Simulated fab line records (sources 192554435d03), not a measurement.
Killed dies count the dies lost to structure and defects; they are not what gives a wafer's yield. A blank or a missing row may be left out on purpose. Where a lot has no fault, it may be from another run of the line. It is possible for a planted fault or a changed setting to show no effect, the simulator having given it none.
Chamber matching + flow n5-finfet + N5_BEOL_M13_ILD_DEP_00 on pecvd-02: 3 sister chambers
The step deposits SiOC from DEMS/O2, target thk 837.92 nm, time 166.4 s. 3 wafers are shown with their chamber, then 7 later ones without.

## WAFERS, EACH WITH ITS CHAMBER
| wafer  | chamber | throttle-valve-pct (%) |
|--------|---------|------------------------|
| L091.4 | 1       | 11.4                   |
| L091.5 | 2       | 11.8                   |
| L090.5 | 0       | 12.4                   |

## WAFERS WITHOUT THEIR CHAMBER
| wafer  | throttle-valve-pct (%) |
|--------|------------------------|
| L090.6 | 11.4                   |
| L093.2 | 12.6                   |
| L093.3 | 11.4                   |
| L093.4 | 11.6                   |
| L097.1 | 11.8                   |
| L097.3 | 12.5                   |
| L097.5 | 12.0                   |

## WHICH CHAMBER EACH ONE RAN IN
| wafer  | from the rows above     | in truth                   |
|--------|-------------------------|----------------------------|
| L090.6 | 1                       | 1                          |
| L093.2 | 0                       | 0                          |
| L093.3 | 1                       | 1                          |
| L093.4 | can't be placed: 1 or 2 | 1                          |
| L097.1 | 2                       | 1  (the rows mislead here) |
| L097.3 | 0                       | 0                          |
| L097.5 | can't be placed: 2 or 0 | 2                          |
Correct placement for 4 of the 7. Unplaceable from these rows: 2, with the true chamber sitting among the candidates in 2. 1 placed wrongly.
How it was worked out, from the rows above alone: a wafer's distance from a chamber is the root of the sum, over the readings, of the square of ((its reading less the chamber's mean) divided by the reading's scatter). If the next closest chamber is less than 2 further off than the closest, the wafer can't be placed; otherwise it belongs to the closest. The mean given for a chamber averages the wafers shown for that chamber. The scatter (one wafer shown for each chamber): square how far every hidden wafer sits from the nearest shown wafer, average those squares and take the square root.
